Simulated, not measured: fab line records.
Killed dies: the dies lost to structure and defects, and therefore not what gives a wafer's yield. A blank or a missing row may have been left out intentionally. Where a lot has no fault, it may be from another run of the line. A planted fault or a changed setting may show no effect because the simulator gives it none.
Problem report, 8D (eight disciplines) form, completed by code -- flow n5-finfet -- the parts of the form that need people (team, actions taken, sign-off) are left out

1. PROBLEM STATEMENT
At N5_BEOL_M9_TRENCH_ETCH_37, bias-w averages 203.5 W over 6 wafers from 2 lots, while fault-free wafers read 185.0 W, standard deviation 0.53. Measured from the usual mean, that is +35 standard deviations.
The step: etches SiCOH lowk in C4F6/O2, target depth 151.43 nm, time 49 s.
First observed at day 11 12:20: wafer L267.1, on rie-diel-05. The record has a number at this step for 12 wafers belonging to 4 lots. By rule, "out" or "out of limits" means more than 4 standard deviations away from the usual mean. All remaining wafers that have a number are taken as sound.

2. WHAT IT IS AND WHAT IT IS NOT
question,is,is not
which readings at this step,"bias-w, rf-vpp-V","drypump-motor-current-A, throttle-valve-pct"
which lots,"L267, L270","L281, L283"
which wafers of those lots,all that have a number,-
read on which tools,rie-diel-05,rie-diel-02
when,from day 11 12:20,"up to then (0 sound wafers); but 6 sound wafers of L281, L283 came after"

3. THE SUSPECTS, EACH WITH WHAT RULES IT OUT
Counting: a tool at a process step up to the reading stays a suspect if it ran every lot that is out and no sound lot after the first of them.
- rie-diel-05 at N5_BEOL_M9_TRENCH_ETCH_37 (etches SiCOH lowk in C4F6/O2, target depth 151.43 nm, time 49 s): ruled out as a lasting fault. The sound lots L283 went through it after L267, its earliest lot that is out (day 11 12:20).
Left after counting: nothing in the record.

4. THE CAUSE (what the simulator had put in)
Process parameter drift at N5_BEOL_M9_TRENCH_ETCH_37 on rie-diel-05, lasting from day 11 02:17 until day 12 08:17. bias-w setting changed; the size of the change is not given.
Counting ruled it out, wrongly.

5. THE EFFECT CHAIN, in route order
Each row: a reading where the mean over the struck wafers with a number is more than 3 standard deviations away from the usual. Only readings whose record carries a usual standard deviation are examined. hours: median over the lots of the time between each lot's start at the first step of this table that gives one and its start at this step. sigmas: the change, counted in usual standard deviations.
hours,step,reading,usual,on struck wafers,change,sigmas
0,N5_BEOL_M9_TRENCH_ETCH_37,bias-w,185.0 W,203.5,+18.5,+35
0,N5_BEOL_M9_TRENCH_ETCH_37,rf-vpp-V,661 V,713,+52,+5.4
Its process steps:
- N5_BEOL_M9_TRENCH_ETCH_37: etches SiCOH lowk in C4F6/O2, target depth 151.43 nm, time 49 s.

6. HOW IT WOULD HAVE BEEN CAUGHT EARLIER
First out-of-limits reading in this record: day 11 12:20, which is 10 hours after fault onset at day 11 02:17.
